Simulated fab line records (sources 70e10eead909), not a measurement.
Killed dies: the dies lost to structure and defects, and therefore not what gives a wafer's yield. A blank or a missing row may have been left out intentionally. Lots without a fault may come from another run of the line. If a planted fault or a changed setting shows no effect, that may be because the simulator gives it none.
Shared-tool check ; flow nand_harc ; 14 lots, 42 wafers sampled

WHAT PROMPTED THE OPENING
At NHARC_P_STI_CD_MEAS_09 the reading cd_nm is flagged on 2 of 14 lots. Fault-free wafers read 198.5 nm, with a standard deviation of 2.8.
Rule: a lot gets a flag if all its wafers with a number sit over 4 standard deviations from that mean, or if no wafer of it has a number. The other lots count as sound.

lot;measured;on;cd_nm (nm), wafer by wafer;flag
L418;day 2 16:06;cd_sem-01;204.4 195.4 199.6;
L419;day 2 16:15;cd_sem-01;195.0 195.8 197.6;
L420;day 3 02:54;cd_sem-01;206.4 197.1 197.0;
L421;day 3 07:48;cd_sem-03;201.3 197.5 194.4;
L423;day 3 17:32;cd_sem-03;203.2 197.4 199.6;
L426;day 4 07:39;cd_sem-02;254.7 251.3 251.7;FLAGGED
L427;day 4 18:28;cd_sem-01;241.3 239.3 241.7;FLAGGED
L435;day 6 13:31;cd_sem-01;194.4 194.3 196.0;
L434;day 6 13:40;cd_sem-03;201.5 199.5 200.0;
L436;day 7 02:47;cd_sem-03;203.1 198.4 197.5;
L437;day 7 02:57;cd_sem-03;198.1 201.1 202.0;
L438;day 7 11:04;cd_sem-03;198.8 196.1 200.7;
L439;day 7 16:45;cd_sem-02;200.9 199.8 201.5;
L441;day 8 05:05;cd_sem-02;195.5 198.6 196.2;
The mean of the flagged lots' numbers is 246.7 nm, +48.2 nm from the usual (+17 standard deviations).

EACH LOT AND THE TOOL IT RAN ON
The record holds 4 process steps before the reading, out of a route of 1159 steps. Cell contents, in order: the tool; ch with the chambers the sampled wafers went through; the start.
lot;flag;NHARC_P_ZERO_WELL_DESCUM_13;NHARC_P_ZERO_WELL_ETCH_65;NHARC_P_ZERO_WELL_ETCH_62;NHARC_P_STI_PEB_07
L418;;rie_diel-07 ch 1,2, day 1 13:16;rie_diel-07 ch 2,3, day 1 13:22;rie_diel-07 ch 1,2,3, day 2 16:01 or earlier;litho_track-07 ch 0, day 2 16:01
L419;;rie_diel-07 ch 0,3, day 1 19:24;rie_diel-07 ch 0,2, day 1 19:29;rie_diel-07 ch 1,2,3, day 2 16:10 or earlier;litho_track-07 ch 0, day 2 16:10
L420;;rie_diel-07 ch 0,1,3, day 2 01:32;rie_diel-07 ch 0,1,3, day 2 01:38;rie_diel-07 ch 0,1,3, day 3 02:48 or earlier;litho_track-07 ch 0, day 3 02:48
L421;;rie_diel-07 ch 0,2, day 2 07:25;rie_diel-07 ch 0,2,3, day 2 07:30;rie_diel-07 ch 0,2, day 3 07:42 or earlier;litho_track-02 ch 0, day 3 07:42
L423;;rie_diel-09 ch 0,1,3, day 2 19:26;rie_diel-09 ch 0,1,3, day 2 19:32;rie_diel-09 ch 0,1,3, day 3 17:26 or earlier;litho_track-02 ch 0, day 3 17:26
L426;FLAGGED;rie_diel-07 ch 2,3, day 3 13:18;rie_diel-07 ch 2,3, day 3 13:24;rie_diel-07 ch 0,2, day 4 07:34 or earlier;litho_track-07 ch 0, day 4 07:34
L427;FLAGGED;rie_diel-09 ch 1,3, day 3 19:48;rie_diel-09 ch 0,2,3, day 3 19:53;rie_diel-09 ch 0,1,3, day 4 18:23 or earlier;litho_track-07 ch 0, day 4 18:23
L435;;rie_diel-09 ch 1,2, day 5 19:25;rie_diel-09 ch 0,1,2, day 5 19:29;rie_diel-09 ch 2,3, day 6 13:25 or earlier;litho_track-02 ch 0, day 6 13:25
L434;;rie_diel-09 ch 1,3, day 5 13:16;rie_diel-09 ch 0,2,3, day 5 13:22;rie_diel-09 ch 0,2,3, day 6 13:35 or earlier;litho_track-05 ch 0, day 6 13:35
L436;;rie_diel-09 ch 0,1, day 6 01:25;rie_diel-09 ch 0,1,3, day 6 01:31;rie_diel-09 ch 2,3, day 7 02:42 or earlier;litho_track-02 ch 0, day 7 02:42
L437;;rie_diel-09 ch 0,2,3, day 6 07:25;rie_diel-09 ch 0,2,3, day 6 07:29;rie_diel-09 ch 0,1,3, day 7 02:52 or earlier;litho_track-05 ch 0, day 7 02:52
L438;;rie_diel-07 ch 0,3, day 6 13:28;rie_diel-07 ch 0,3, day 6 13:33;rie_diel-07 ch 1,3, day 7 10:59 or earlier;litho_track-02 ch 0, day 7 10:59
L439;;rie_diel-04 ch 1,2, day 6 19:16;rie_diel-04 ch 0,3, day 6 19:22;rie_diel-04 ch 0,1, day 7 16:40 or earlier;litho_track-05 ch 0, day 7 16:40
L441;;rie_diel-09 ch 0,2,3, day 7 07:16;rie_diel-09 ch 0,2,3, day 7 07:22;rie_diel-09 ch 1,2,3, day 8 04:59 or earlier;litho_track-02 ch 0, day 8 04:59
What the steps here do:
- NHARC_P_ZERO_WELL_DESCUM_13: chemistry O2, time 3 s.
- NHARC_P_ZERO_WELL_ETCH_65: etches the open film in N2/H2, target depth 80 nm, overetch 24 nm, time 87.88 s.
- NHARC_P_ZERO_WELL_ETCH_62: etches the open film in CHF3/Ar, target depth 13 nm, time 6.5 s.
- NHARC_P_STI_PEB_07: peb time 80 s.
- NHARC_P_STI_CD_MEAS_09: target cd 200 nm.

FLAGGED AGAINST TOTAL, ONE TOOL AT A TIME (gauges that did the reading follow at the end)
step;tool;lots run;flagged;share of the flagged lots;sound lots run after its first flagged lot
NHARC_P_ZERO_WELL_DESCUM_13;rie_diel-04;1;0;none;-
NHARC_P_ZERO_WELL_DESCUM_13;rie_diel-07;6;1;some;1 (L438)
NHARC_P_ZERO_WELL_DESCUM_13;rie_diel-09;7;1;some;5 (L434,L435,L436,L437,L441)
NHARC_P_ZERO_WELL_ETCH_65;rie_diel-04;1;0;none;-
NHARC_P_ZERO_WELL_ETCH_65;rie_diel-07;6;1;some;1 (L438)
NHARC_P_ZERO_WELL_ETCH_65;rie_diel-09;7;1;some;5 (L434,L435,L436,L437,L441)
NHARC_P_ZERO_WELL_ETCH_62;rie_diel-04;1;0;none;-
NHARC_P_ZERO_WELL_ETCH_62;rie_diel-07;6;1;some;1 (L438)
NHARC_P_ZERO_WELL_ETCH_62;rie_diel-09;7;1;some;5 (L434,L435,L436,L437,L441)
NHARC_P_STI_PEB_07;litho_track-02;6;0;none;-
NHARC_P_STI_PEB_07;litho_track-05;3;0;none;-
NHARC_P_STI_PEB_07;litho_track-07;5;2;all;0
NHARC_P_STI_CD_MEAS_09;cd_sem-01;5;1;some;1 (L435)
NHARC_P_STI_CD_MEAS_09;cd_sem-02;3;1;some;2 (L439,L441)
NHARC_P_STI_CD_MEAS_09;cd_sem-03;6;0;none;-
With no start given for some of its lots, NHARC_P_ZERO_WELL_ETCH_62 uses the hours and lot order of NHARC_P_STI_PEB_07.

WHAT THE TABLE ALLOWS
In the table, 1 row covers all flagged lots: litho_track-07 at NHARC_P_STI_PEB_07.
- litho_track-07 at NHARC_P_STI_PEB_07: 2 of its 5 lots flagged. A fault beginning between L420 (day 3 02:48), its last sound lot, and L426 (day 4 07:34), its first flagged one, fits the data. Its own readings (heater_power_total_W, plate_temp_C) fall more than 4 standard deviations out on all wafers of the flagged lots.
Left over: one tool, litho_track-07 at NHARC_P_STI_PEB_07.

WHAT THE SIMULATOR HAD PUT IN
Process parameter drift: litho_track-07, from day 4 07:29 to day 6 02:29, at NHARC_P_STI_PEB_07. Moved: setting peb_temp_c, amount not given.
Struck lots among those shown: L426, L427. Same finding as the rule above.
